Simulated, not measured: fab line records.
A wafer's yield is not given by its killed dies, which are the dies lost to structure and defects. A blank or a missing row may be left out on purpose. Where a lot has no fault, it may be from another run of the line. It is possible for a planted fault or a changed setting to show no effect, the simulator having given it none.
The tool behind it: which one? | flow n5Finfet | 12 lots, 35 wafers sampled, at 4 steps of a route of 1938

== WHAT THE GAUGES READ, wafer by wafer ==
The record holds no reading of a measuring or inspecting step that can be judged against a usual standard deviation.

== EACH LOT AND THE TOOL THAT RAN IT (in order: tool; ch and the chambers of the sampled wafers; start) ==
lot  | N5_HKMG_FIN_NWFM_ALD_20           | N5_HKMG_FIN_ETCHBACK_68         | N5_HKMG_FIN_ALD_21                | N5_HKMG_FIN_W_FILL_22
L168 | aldMetal-03 ch 1,2,3, day 4 20:29 | rieMetal-01 ch 0,1, day 4 21:10 | aldMetal-03 ch 0,1,2, day 4 21:40 | cvdW-01 ch 0,1, day 4 22:05
L169 | aldMetal-03 ch 1,2, day 5 00:31   | rieMetal-02 ch 0,1, day 5 01:10 | aldMetal-02 ch 1,2,3, day 5 01:42 | cvdW-01 ch 0,1, day 5 02:07
L170 | aldMetal-03 ch 1,2,3, day 5 06:46 | rieMetal-02 ch 0,1, day 5 07:29 | aldMetal-03 ch 2,3, day 5 07:58   | cvdW-01 ch 0,1, day 5 08:24
L171 | aldMetal-02 ch 1,2,3, day 5 10:51 | rieMetal-01 ch 0,1, day 5 11:39 | aldMetal-03 ch 0,2,3, day 5 12:11 | cvdW-02 ch 0,1, day 5 12:36
L172 | aldMetal-02 ch 1,3, day 5 17:21   | rieMetal-01 ch 0,1, day 5 18:03 | aldMetal-04 ch 1,2,3, day 5 18:32 | cvdW-02 ch 0,1, day 5 18:58
L175 | aldMetal-04 ch 0,2,3, day 6 13:17 | rieMetal-03 ch 1, day 6 13:59   | aldMetal-03 ch 1,3, day 6 14:43   | cvdW-01 ch 0,1, day 6 15:08
L179 | aldMetal-03 ch 0,1,3, day 7 11:05 | rieMetal-01 ch 0,1, day 7 12:23 | aldMetal-04 ch 1,2,3, day 7 12:55 | cvdW-01 ch 0,1, day 7 13:21
L182 | aldMetal-04 ch 0,2,3, day 8 03:37 | rieMetal-02 ch 0,1, day 8 04:17 | aldMetal-03 ch 1,2,3, day 8 04:48 | cvdW-02 ch 0,1, day 8 05:14
L184 | aldMetal-03 ch 0,2,3, day 8 15:32 | rieMetal-02 ch 0,1, day 8 16:11 | aldMetal-04 ch 0,1,2, day 8 16:43 | cvdW-01 ch 0,1, day 8 17:08
L186 | aldMetal-03 ch 0,1, day 9 09:12   | rieMetal-03 ch 0, day 9 09:52   | aldMetal-03 ch 1,2, day 9 10:23   | cvdW-01 ch 1, day 9 10:49
L187 | aldMetal-02 ch 0,3, day 9 10:46   | rieMetal-01 ch 0,1, day 9 11:28 | aldMetal-03 ch 0,1,3, day 9 11:58 | cvdW-02 ch 0,1, day 9 12:24
L189 | aldMetal-03 ch 0,1,3, day 9 22:37 | rieMetal-01 ch 0, day 9 23:16   | aldMetal-04 ch 0,2,3, day 9 23:48 | cvdW-02 ch 0,1, day 10 00:13
- N5_HKMG_FIN_NWFM_ALD_20: deposits TiAlC, target thk 2 nm, pulse time 3 s, purge time 2 s.
- N5_HKMG_FIN_ETCHBACK_68: etches the open film in Cl2/Ar, stops on HfO2, target depth 0.5 nm.
- N5_HKMG_FIN_ALD_21: deposits TiN, target thk 1.5 nm, pulse time 1 s, purge time 3 s.
- N5_HKMG_FIN_W_FILL_22: material W, target thk 60 nm, time 18.2 s.

== AS READ BY THE TOOLS THEMSELVES (means over the sampled wafers that have a number; for cases with no such wafer, the mark the record gives instead) ==
N5_HKMG_FIN_NWFM_ALD_20. Usual: heaterPowerW 492 W, standard deviation 44; precursorPulseHeightRel 0.999, standard deviation 0.019.
lot  | tool        | heaterPowerW (W) | precursorPulseHeightRel | flag
L168 | aldMetal-03 | 513              | 1.029                   | 
L169 | aldMetal-03 | 514              | 1.007                   | 
L170 | aldMetal-03 | 517              | 1.008                   | 
L171 | aldMetal-02 | 511              | 1.011                   | 
L172 | aldMetal-02 | 503              | 0.990                   | 
L175 | aldMetal-04 | 447              | 0.993                   | 
L179 | aldMetal-03 | 495              | 1.003                   | 
L182 | aldMetal-04 | 457              | 1.027                   | 
L184 | aldMetal-03 | 475              | 1.009                   | 
L186 | aldMetal-03 | 474              | 1.018                   | 
L187 | aldMetal-02 | 511              | 1.002                   | 
L189 | aldMetal-03 | 486              | 1.000                   | 

N5_HKMG_FIN_ETCHBACK_68. Usual: drypumpMotorCurrentA 5.7 A, standard deviation 0.51; oesProductAu 0.75 a.u., standard deviation 0.13; throttleValvePct 21.04 %, standard deviation 0.28.
lot  | tool        | drypumpMotorCurrentA (A) | oesProductAu (a.u.) | throttleValvePct (%) | flag
L168 | rieMetal-01 | 5.5                      | 0.82                | 21.04                | 
L169 | rieMetal-02 | 5.8                      | 0.62                | 20.94                | 
L170 | rieMetal-02 | 5.8                      | 0.62                | 20.94                | 
L171 | rieMetal-01 | 5.5                      | 0.82                | 21.04                | 
L172 | rieMetal-01 | 5.7                      | 0.75                | 21.21                | 
L175 | rieMetal-03 | 5.3                      | 0.58                | 21.19                | 
L179 | rieMetal-01 | 5.5                      | 0.81                | 21.06                | 
L182 | rieMetal-02 | 5.8                      | 0.86                | 20.76                | 
L184 | rieMetal-02 | 5.8                      | 0.86                | 20.76                | 
L186 | rieMetal-03 | 6.7                      | 0.89                | 20.32                | 
L187 | rieMetal-01 | 5.7                      | 0.73                | 21.22                | 
L189 | rieMetal-01 | 5.9                      | 0.68                | 21.36                | 

N5_HKMG_FIN_ALD_21. Usual: heaterPowerW 869 W, standard deviation 84; precursorPulseHeightRel 0.997, standard deviation 0.02.
lot  | tool        | heaterPowerW (W) | precursorPulseHeightRel | flag
L168 | aldMetal-03 | 854              | 1.012                   | 
L169 | aldMetal-02 | 913              | 1.016                   | 
L170 | aldMetal-03 | 940              | 1.013                   | 
L171 | aldMetal-03 | 867              | 1.003                   | 
L172 | aldMetal-04 | 832              | 0.985                   | 
L175 | aldMetal-03 | 939              | 0.994                   | 
L179 | aldMetal-04 | 836              | 0.993                   | 
L182 | aldMetal-03 | 914              | 1.002                   | 
L184 | aldMetal-04 | 818              | 1.012                   | 
L186 | aldMetal-03 | 894              | 1.007                   | 
L187 | aldMetal-03 | 864              | 0.994                   | 
L189 | aldMetal-04 | 819              | 1.003                   | 

N5_HKMG_FIN_W_FILL_22. Usual: heaterPowerW 891 W, standard deviation 80; throttleValvePct 19.3 %, standard deviation 0.6.
lot  | tool    | heaterPowerW (W) | throttleValvePct (%) | flag
L168 | cvdW-01 | 858              | 18.6                 | 
L169 | cvdW-01 | 845              | 18.9                 | 
L170 | cvdW-01 | 826              | 19.1                 | 
L171 | cvdW-02 | 913              | 19.8                 | 
L172 | cvdW-02 | 981              | 19.8                 | 
L175 | cvdW-01 | 840              | 18.6                 | 
L179 | cvdW-01 | 845              | 18.9                 | 
L182 | cvdW-02 | 916              | 19.9                 | 
L184 | cvdW-01 | 834              | 19.1                 | 
L186 | cvdW-01 | 828              | 19.3                 | 
L187 | cvdW-02 | 974              | 20.1                 | 
L189 | cvdW-02 | 931              | 20.1                 | 

== THE ANSWER, worked out from the rows above alone ==
Rule: a lot is off if the mean of its wafers that have a number lies more than 3 standard deviations from the usual mean. A lot without any number at a reading at which 4 lots or more have one is off too. The other lots that the step has rows for count as sound. After the gauges, taken in route order, come the tools' own readings; for these a lot's mean is taken, as printed above. At the first step where some lot is off, the reading lying furthest off is the one used; lots without a number count as furthest.
No lot is off at any reading shown: from this, nothing can be told.

== WHAT HAD BEEN PUT IN BY THE SIMULATOR ==
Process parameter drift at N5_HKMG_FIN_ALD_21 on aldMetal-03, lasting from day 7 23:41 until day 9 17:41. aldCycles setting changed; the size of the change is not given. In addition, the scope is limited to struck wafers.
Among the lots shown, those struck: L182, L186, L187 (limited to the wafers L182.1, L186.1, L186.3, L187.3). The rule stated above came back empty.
